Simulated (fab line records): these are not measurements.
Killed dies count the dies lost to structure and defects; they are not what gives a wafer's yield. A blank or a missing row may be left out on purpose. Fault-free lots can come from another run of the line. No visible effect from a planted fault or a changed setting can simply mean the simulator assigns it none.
fab line records ; flow n5_finfet ; part 1 of 2: steps 1 to 3 of 6
record: lots: 21; wafers: 63; last_day: 18
route steps=1938 shown BEOL_M8@1335
lots with no fault: from the same line, run without faults
start_h: the number of hours between the record's first day and the start of the first shown wafer of the lot ; wait_h: how many hours have passed since the lot's step before this one ; " identical to the entry in the row above ; L1.1+2: several wafers, shown together as one row ; - value missing, or start not given ; * or withheld: withheld ; < > ~ a bound
route shown NAME@n: names a module that has steps shown in the file, with the first one's number in the route ; usual: mean/standard deviation of fault-free wafers ; same: alike in all rows ; chamber/n: place in a boat ; sites: readings site by site ; _std_site: the standard deviation of these ; _edge_site: inner sites' mean taken away from outer sites' mean ; radius_mm: how far each site lies from the wafer's centre ; mask NAME#n: copy n ; behind: the last tool/chamber to shape the wafer ; hold: reason for holding the lot/hours on hold/outcome of the hold ; device: the n, p or np transistor that did not switch ; end of line: tests of these same wafers at the route's end ; a step with no rows: only its recipe ; killed: count of dies lost to structure and defects at first sort (not the wafer's yield) ; map: shows each die of a wafer: x if killed, . if not, _ if none is there
set.NAME: the setting the step ran with; set.NAME@STEP: the setting that earlier step ran with ; model.NAME: the simulator's own value behind a step, which no gauge read
one table for each step of the route and one row for each wafer, over a sample of lots
services: when a tool's chamber went out of use (start_h, in hours from the record's first day, below 0 if earlier), for how many hours, and the reason
== steps ==
step: N5_BEOL_M8_PECVD_70
recipe: material: SiO2; target_thk_a: 200; temp_c: 400; precursor: TEOS/O2; pressure_torr: 5.5; rf_w: 450; teos_flow_sccm: 53.8; gas: O2; flow_sccm: 3000; time_s: 22.7
usual: heater_power_w: 713/79; showerhead_plenum_p_Torr: 8.79/0.049; throttle_valve_pct: 22.1/1.2
lot.wafer;tool;chamber;start_h;wait_h;heater_power_w;showerhead_plenum_p_Torr;throttle_valve_pct
L074.4;pecvd-01;2;197.80;0.1;791;8.81;22.0
L074.5;pecvd-01;0;197.80;0.1;771;8.84;20.6
L074.6;pecvd-01;1;197.80;0.1;665;8.85;22.6
L077.2;pecvd-01;2;216.96;0.0;790;8.81;21.8
L077.3;pecvd-01;0;216.96;0.0;654;8.86;20.5
L077.6;pecvd-01;0;216.96;0.0;661;8.83;20.5
L078.1;pecvd-03;0;227.18;0.0;698;8.79;23.5
L078.3;pecvd-03;2;227.18;0.0;781;8.80;20.8
L078.6;pecvd-03;1;227.18;0.0;563;8.77;23.7
L079.3;pecvd-03;1;231.80;0.0;564;8.73;23.8
L079.4;pecvd-03;2;231.80;0.0;760;8.77;20.8
L079.6;pecvd-03;1;231.80;0.0;552;8.73;24.0
L081.1;pecvd-01;1;241.27;0.0;645;8.85;22.7
L081.3;pecvd-01;2;241.27;0.0;885;8.80;22.4
L081.5;pecvd-01;2;241.27;0.0;895;8.81;21.9
L080.1;pecvd-03;0;242.07;0.0;760;8.81;23.8
L080.4;pecvd-03;1;242.07;0.0;610;8.73;24.0
L080.5;pecvd-03;0;242.07;0.0;743;8.82;24.1
L083.2;pecvd-03;1;247.89;0.0;650;8.74;23.7
L083.3;pecvd-03;0;247.89;0.0;674;8.84;24.0
L083.5;pecvd-03;0;247.89;0.0;676;8.80;23.7
L082.1;pecvd-01;1;250.80;0.0;650;8.83;22.4
L082.2;pecvd-01;0;250.80;0.0;657;8.83;20.4
L082.3;pecvd-01;2;250.80;0.0;852;8.83;21.9
L084.1;pecvd-03;0;266.82;0.0;750;8.83;23.7
L084.3;pecvd-03;2;266.82;0.0;759;8.81;20.7
L084.6;pecvd-03;2;266.82;0.0;719;8.79;20.9
L085.3;pecvd-01;0;272.78;0.0;658;8.84;20.4
L085.4;pecvd-01;0;272.78;0.0;666;8.83;20.5
L085.6;pecvd-01;2;272.78;0.0;870;8.81;22.1
L086.1;pecvd-02;1;274.00;0.0;701;8.77;21.8
L086.4;pecvd-02;2;274.00;0.0;806;8.70;21.5
L086.5;pecvd-02;0;274.00;0.0;722;8.72;23.1
L087.2;pecvd-02;1;277.79;0.0;697;8.78;21.8
L087.5;pecvd-02;1;277.79;0.0;681;8.77;22.0
L087.6;pecvd-02;0;277.79;0.0;687;8.72;22.9
L088.3;pecvd-01;1;279.66;0.0;670;8.86;22.5
L088.4;pecvd-01;1;279.66;0.0;684;8.85;22.6
L088.6;pecvd-01;0;279.66;0.0;739;8.82;20.7
L089.3;pecvd-01;1;294.52;0.0;646;8.83;22.4
L089.4;pecvd-01;1;294.52;0.0;641;8.84;22.5
L089.6;pecvd-01;2;294.52;0.0;904;8.79;21.7
L090.2;pecvd-01;2;304.49;0.0;896;8.81;22.2
L090.4;pecvd-01;0;304.49;0.0;753;8.85;20.5
L090.6;pecvd-01;2;304.49;0.0;899;8.81;22.1
L093.1;pecvd-02;2;306.10;0.0;814;8.70;21.9
L093.2;pecvd-02;1;306.10;0.0;674;8.81;21.7
L093.5;pecvd-02;1;306.10;0.0;684;8.77;22.0
L091.1;pecvd-03;2;306.42;0.0;749;8.78;21.0
L091.3;pecvd-03;1;306.42;0.0;631;8.72;23.9
L091.6;pecvd-03;1;306.42;0.0;645;8.72;24.0
L092.2;pecvd-01;1;312.90;0.0;593;8.82;22.2
L092.4;pecvd-01;0;312.90;0.0;616;8.86;20.5
L092.6;pecvd-01;1;312.90;0.0;594;8.83;22.4
L096.1;pecvd-01;0;344.34;0.0;648;8.86;20.6
L096.2;pecvd-01;1;344.34;0.0;688;8.82;22.5
L096.3;pecvd-01;1;344.34;0.0;683;8.81;22.2
L094.1;pecvd-03;2;347.20;0.0;730;8.79;21.3
L094.2;pecvd-03;0;347.20;0.0;714;8.81;24.0
L094.6;pecvd-03;2;347.20;0.0;737;8.80;21.1
L095.1;pecvd-02;0;351.60;0.0;678;8.72;23.0
L095.3;pecvd-02;2;351.60;0.0;756;8.70;21.7
L095.5;pecvd-02;1;351.60;0.0;690;8.77;21.7
step: N5_BEOL_M8_HM_OPEN_17
recipe: chemistry: Cl2/BCl3; target_depth_a: 200; overetch_a: 60; target: TiN; mask_material: SOC; ion_energy_ev: 150; pressure_mtorr: 10; icp_w: 1000; bias_w: 126; Cl2_flow_sccm: 53.25; bcl3_flow_sccm: 21.75; Ar_flow_sccm: 25
usual: bias_w: 126.0/0.36; drypump_motor_current_A: 5.4/0.35; oes_ar_750_au: 0.82/0.076; oes_product_au: 0.69/0.072; throttle_valve_pct: 22.2/0.36
lot.wafer;tool;chamber;start_h;wait_h;bias_w;drypump_motor_current_A;oes_ar_750_au;oes_product_au;rf_hours_counter_h;throttle_valve_pct
L074.4;rie_metal-02;1;199.13;0.1;126.4;6.1;0.60;0.50;-;22.5
L074.5;rie_metal-02;0;199.13;0.1;127.0;6.0;0.91;0.78;-;21.6
L074.6;rie_metal-02;1;199.13;0.1;126.3;6.1;0.60;0.51;-;22.5
L077.2;rie_metal-03;0;219.71;0.0;126.4;5.6;0.92;0.74;13;22.6
L077.3;rie_metal-03;1;219.71;0.0;125.8;5.3;0.76;0.64;-;22.3
L077.6;rie_metal-03;0;219.71;0.0;126.0;5.6;0.91;0.74;-;22.6
L078.1;rie_metal-01;1;229.33;0.0;125.6;5.1;0.91;0.82;2;22.2
L078.3;rie_metal-01;0;229.33;0.0;125.5;5.1;0.77;0.64;-;21.6
L078.6;rie_metal-01;1;229.33;0.0;125.9;5.1;0.91;0.82;-;22.3
L079.3;rie_metal-01;0;233.39;0.1;126.8;5.0;0.77;0.64;-;21.7
L079.4;rie_metal-01;1;233.39;0.1;125.8;5.1;0.90;0.82;-;22.3
L079.6;rie_metal-01;0;233.39;0.1;126.2;5.0;0.77;0.64;-;21.6
L081.1;rie_metal-01;1;243.69;0.0;125.3;5.1;0.89;0.80;3;22.3
L081.3;rie_metal-01;0;243.69;0.0;125.8;5.1;0.77;0.63;-;21.6
L081.5;rie_metal-01;0;243.69;0.0;125.9;5.0;0.77;0.64;-;21.6
L080.1;rie_metal-03;0;244.25;0.0;126.4;5.6;0.90;0.74;16;22.6
L080.4;rie_metal-03;1;244.25;0.0;125.9;5.3;0.76;0.63;-;22.3
L080.5;rie_metal-03;1;244.25;0.0;126.0;5.3;0.76;0.63;-;22.3
L083.2;rie_metal-02;0;249.64;0.0;126.2;6.0;0.88;0.74;10;21.6
L083.3;rie_metal-02;0;249.64;0.0;125.4;6.0;0.88;0.75;-;21.6
L083.5;rie_metal-02;0;249.64;0.0;125.4;6.0;0.88;0.75;-;21.6
L082.1;rie_metal-03;0;253.48;0.0;126.4;5.6;0.89;0.74;17;22.6
L082.2;rie_metal-03;1;253.48;0.0;125.8;5.3;0.76;0.62;53;22.4
L082.3;rie_metal-03;1;253.48;0.0;126.4;5.3;0.76;0.62;-;22.3
L084.1;rie_metal-03;1;270.00;0.0;125.9;5.3;0.76;0.62;56;22.3
L084.3;rie_metal-03;1;270.00;0.0;126.1;5.3;0.75;0.61;-;22.3
L084.6;rie_metal-03;1;270.00;0.0;126.1;5.3;0.76;0.62;-;22.3
L085.3;rie_metal-03;0;273.97;0.1;125.9;5.6;0.89;0.74;-;22.6
L085.4;rie_metal-03;1;273.97;0.1;125.8;5.3;0.75;0.61;-;22.4
L085.6;rie_metal-03;1;273.97;0.1;125.8;5.3;0.75;0.62;-;22.3
L086.1;rie_metal-03;1;277.26;0.0;125.9;5.3;0.75;0.62;57;22.4
L086.4;rie_metal-03;0;277.26;0.0;126.5;5.5;0.89;0.74;-;22.6
L086.5;rie_metal-03;1;277.26;0.0;125.9;5.3;0.75;0.62;-;22.3
L087.2;rie_metal-03;0;279.18;0.0;125.8;5.6;0.89;0.74;17;22.6
L087.5;rie_metal-03;1;279.18;0.0;125.8;5.3;0.74;0.63;-;22.3
L087.6;rie_metal-03;0;279.18;0.0;126.5;5.6;0.89;0.74;-;22.6
L088.3;rie_metal-02;1;281.83;0.1;126.0;6.1;0.94;0.81;-;22.3
L088.4;rie_metal-02;0;281.83;0.1;126.1;6.0;0.86;0.74;-;21.6
L088.6;rie_metal-02;0;281.83;0.1;126.2;6.0;0.86;0.74;-;21.6
L089.3;rie_metal-03;0;296.87;0.1;125.7;5.6;0.88;0.73;-;22.6
L089.4;rie_metal-03;1;296.87;0.1;126.1;5.3;0.74;0.62;-;22.4
L089.6;rie_metal-03;0;296.87;0.1;126.6;5.6;0.88;0.74;-;22.6
L090.2;rie_metal-03;1;306.22;0.0;125.9;5.3;0.74;0.61;59;22.4
L090.4;rie_metal-03;0;306.22;0.0;126.5;5.6;0.89;0.73;-;22.6
L090.6;rie_metal-03;1;306.22;0.0;126.0;5.3;0.74;0.62;-;22.4
L093.1;rie_metal-03;0;309.00;0.0;125.6;5.5;0.88;0.72;19;22.6
L093.2;rie_metal-03;1;309.00;0.0;125.9;5.3;0.74;0.62;59;22.3
L093.5;rie_metal-03;0;309.00;0.0;125.3;5.6;0.88;0.71;-;22.6
L091.1;rie_metal-01;1;309.19;0.0;125.7;5.1;0.85;0.76;10;22.3
L091.3;rie_metal-01;1;309.19;0.0;125.5;5.1;0.85;0.77;-;22.3
L091.6;rie_metal-01;1;309.19;0.0;125.2;5.1;0.85;0.76;-;22.3
L092.2;rie_metal-03;0;315.56;0.0;126.2;5.6;0.87;0.73;20;22.6
L092.4;rie_metal-03;1;315.56;0.0;125.5;5.3;0.74;0.61;-;22.4
L092.6;rie_metal-03;1;315.56;0.0;125.8;5.3;0.74;0.61;-;22.3
L096.1;rie_metal-01;1;345.86;0.0;126.3;5.1;0.84;0.75;13;22.3
L096.2;rie_metal-01;0;345.86;0.0;126.1;5.0;0.75;0.63;59;21.7
L096.3;rie_metal-01;1;345.86;0.0;126.3;5.1;0.84;0.75;-;22.3
L094.1;rie_metal-02;1;348.29;0.0;126.0;6.1;0.89;0.76;10;22.3
L094.2;rie_metal-02;0;348.29;0.0;126.4;6.0;0.82;0.71;20;21.7
L094.6;rie_metal-02;0;348.29;0.0;125.9;6.0;0.83;0.71;-;21.6
L095.1;rie_metal-02;1;352.67;0.0;125.6;6.1;0.89;0.75;11;22.4
L095.3;rie_metal-02;1;352.67;0.0;126.0;6.1;0.89;0.76;-;22.3
L095.5;rie_metal-02;1;352.67;0.0;125.0;6.1;0.89;0.76;-;22.3
step: N5_BEOL_M8_ETCH_65
recipe: chemistry: CF4; target: SiARC; target_depth_a: 156; mask_material: CAR-EUV; time_s: 26; ion_energy_ev: 80; pressure_mtorr: 40; source_w: 545; bias_w: 36; Ar_flow_sccm: 100; cf4_flow_sccm: 100; ends: cleared
usual: bias_w: 35.98/0.1; drypump_motor_current_A: 5.8/0.43; etch_rf_on_time_s: 25.9/0.55; oes_product_au: 0.70/0.081; rf_vpp_V: 184.4/1.3; showerhead_plenum_p_Torr: 2.16/0.078; throttle_valve_pct: 15.53/0.22
lot.wafer;tool;chamber;start_h;wait_h;bias_w;drypump_motor_current_A;etch_rf_on_time_s;oes_product_au;rf_hours_counter_h;rf_vpp_V;showerhead_plenum_p_Torr;throttle_valve_pct
L074.4;rie_diel-05;2;201.10;0.0;36.01;5.1;25.8;0.76;27;186.0;2.28;15.24
L074.5;rie_diel-05;1;201.10;0.0;35.95;5.6;26.9;0.59;-;182.7;2.03;15.62
L074.6;rie_diel-05;2;201.10;0.0;36.10;5.1;25.9;0.76;-;185.8;2.28;15.24
L077.2;rie_diel-05;1;221.30;0.0;35.96;5.6;26.5;0.59;221;182.0;2.03;15.64
L077.3;rie_diel-05;0;221.30;0.0;35.94;6.6;26.6;0.68;119;185.6;2.25;15.74
L077.6;rie_diel-05;2;221.30;0.0;35.99;5.1;25.6;0.76;-;186.9;2.28;15.28
L078.1;rie_diel-03;1;230.27;0.0;35.99;5.8;25.5;0.71;51;184.3;2.16;15.55
L078.3;rie_diel-03;3;230.27;0.0;36.01;5.5;25.4;0.77;32;185.4;2.10;15.57
L078.6;rie_diel-03;0;230.27;0.0;35.94;5.8;26.5;0.59;-;183.8;2.20;15.44
L079.3;rie_diel-03;3;234.35;0.0;36.10;5.5;25.8;0.77;34;184.3;2.10;15.57
L079.4;rie_diel-03;1;234.35;0.0;36.19;5.8;25.9;0.71;-;185.4;2.16;15.56
L079.6;rie_diel-03;3;234.35;0.0;35.99;5.5;25.5;0.78;-;184.7;2.10;15.60
L081.1;rie_diel-04;1;246.46;0.0;36.00;6.1;25.5;0.70;89;184.0;2.16;15.43
L081.3;rie_diel-04;0;246.46;0.0;35.64;6.4;25.2;0.82;9;184.3;2.20;15.79
L081.5;rie_diel-04;0;246.46;0.0;35.89;6.4;25.2;0.81;-;183.3;2.20;15.81
L080.1;rie_diel-05;0;246.74;0.0;36.05;6.6;26.1;0.67;130;185.7;2.25;15.76
L080.4;rie_diel-05;2;246.74;0.0;36.02;5.1;25.5;0.74;42;185.4;2.28;15.29
L080.5;rie_diel-05;0;246.74;0.0;36.02;6.7;26.0;0.68;-;185.0;2.25;15.74
L083.2;rie_diel-04;0;252.29;0.0;35.98;6.4;25.2;0.81;11;183.9;2.20;15.79
L083.3;rie_diel-04;1;252.29;0.0;36.07;6.1;25.3;0.71;91;183.5;2.16;15.44
L083.5;rie_diel-04;2;252.29;0.0;35.80;5.5;25.9;0.60;-;183.3;2.05;15.71
L082.1;rie_diel-03;1;254.20;0.0;35.98;5.8;26.2;0.70;62;183.8;2.15;15.57
L082.2;rie_diel-03;2;254.20;0.0;36.06;5.9;26.3;0.81;9;185.5;2.28;15.21
L082.3;rie_diel-03;0;254.20;0.0;36.15;5.8;26.8;0.58;244;184.9;2.20;15.45
L084.1;rie_diel-05;0;272.27;0.0;36.04;6.6;26.4;0.66;139;185.2;2.24;15.76
L084.3;rie_diel-05;2;272.27;0.0;35.99;5.1;26.0;0.73;52;185.6;2.27;15.30
L084.6;rie_diel-05;0;272.27;0.0;36.00;6.6;26.2;0.66;-;186.1;2.24;15.75
L085.3;rie_diel-04;2;276.47;0.0;35.94;5.4;26.2;0.60;219;181.4;2.05;15.73
L085.4;rie_diel-04;0;276.47;0.0;35.98;6.4;25.3;0.79;19;185.2;2.19;15.80
L085.6;rie_diel-04;1;276.47;0.0;36.20;6.1;25.6;0.70;-;184.7;2.15;15.43
L086.1;rie_diel-03;3;278.35;0.0;36.08;5.5;25.4;0.75;50;183.3;2.09;15.62
L086.4;rie_diel-03;1;278.35;0.0;36.03;5.8;25.8;0.70;-;184.2;2.15;15.61
L086.5;rie_diel-03;2;278.35;0.0;36.09;5.9;26.2;0.78;-;186.7;2.28;15.27
L087.2;rie_diel-04;0;280.44;0.0;35.93;6.3;25.3;0.79;21;184.1;2.19;15.83
L087.5;rie_diel-04;3;280.44;0.0;36.03;5.7;25.1;0.77;-;184.1;2.17;15.39
L087.6;rie_diel-04;0;280.44;0.0;36.02;6.4;25.3;0.78;-;185.5;2.19;15.83
L088.3;rie_diel-03;3;284.42;0.0;35.96;5.5;25.9;0.74;53;182.3;2.09;15.63
L088.4;rie_diel-03;3;284.42;0.0;35.85;5.5;25.9;0.73;-;183.1;2.09;15.62
L088.6;rie_diel-03;0;284.42;0.0;36.07;5.7;26.2;0.85;-;184.4;2.20;14.99
L089.3;rie_diel-05;0;298.51;0.0;35.92;6.6;26.3;0.65;149;183.8;2.24;15.79
L089.4;rie_diel-05;1;298.51;0.0;36.11;5.6;26.8;0.56;-;181.8;2.02;15.68
L089.6;rie_diel-05;0;298.51;0.0;36.10;6.6;26.3;0.65;-;186.6;2.24;15.79
L090.2;rie_diel-05;3;307.65;0.0;35.87;5.7;24.7;0.87;0;183.7;2.10;15.23
L090.4;rie_diel-05;0;307.65;0.0;35.77;6.6;26.4;0.65;-;184.4;2.24;15.79
L090.6;rie_diel-05;3;307.65;0.0;35.98;5.7;24.9;0.86;-;184.6;2.10;15.23
L093.1;rie_diel-04;1;311.40;0.0;35.96;6.1;25.4;0.69;110;185.6;2.15;15.45
L093.2;rie_diel-04;3;311.40;0.0;35.92;5.7;25.1;0.75;38;184.8;2.17;15.42
L093.5;rie_diel-04;3;311.40;0.0;36.00;5.7;25.0;0.75;-;185.0;2.17;15.41
L091.1;rie_diel-05;3;311.56;0.0;35.83;5.7;24.9;0.86;2;184.0;2.10;15.23
L091.3;rie_diel-05;3;311.56;0.0;35.84;5.7;25.3;0.85;-;183.3;2.10;15.24
L091.6;rie_diel-05;3;311.56;0.0;35.76;5.7;25.3;0.85;-;182.7;2.10;15.25
L092.2;rie_diel-03;3;317.18;0.0;35.83;5.5;25.6;0.71;69;183.8;2.09;15.65
L092.4;rie_diel-03;2;317.18;0.0;35.96;5.9;26.8;0.76;28;186.0;2.28;15.28
L092.6;rie_diel-03;0;317.18;0.0;35.92;5.8;26.3;0.79;-;185.6;2.19;15.03
L096.1;rie_diel-05;0;346.88;0.0;35.78;6.6;26.4;0.64;166;184.7;2.23;15.83
L096.2;rie_diel-05;2;346.88;0.0;36.11;5.1;25.9;0.70;78;184.7;2.27;15.35
L096.3;rie_diel-05;1;346.88;0.0;36.20;5.6;26.8;0.80;5;186.0;2.27;15.24
L094.1;rie_diel-04;3;349.62;0.0;36.06;5.7;25.2;0.73;51;184.3;2.17;15.44
L094.2;rie_diel-04;0;349.62;0.0;35.97;6.4;25.2;0.76;45;185.1;2.18;15.88
L094.6;rie_diel-04;2;349.62;0.0;36.07;5.4;26.5;0.57;-;183.3;2.04;15.78
L095.1;rie_diel-03;2;355.82;0.0;35.89;5.9;26.5;0.74;40;186.0;2.27;15.30
L095.3;rie_diel-03;3;355.82;0.0;35.79;5.5;25.4;0.70;81;183.6;2.08;15.67
L095.5;rie_diel-03;0;355.82;0.0;35.88;5.8;25.8;0.77;-;182.8;2.19;15.05
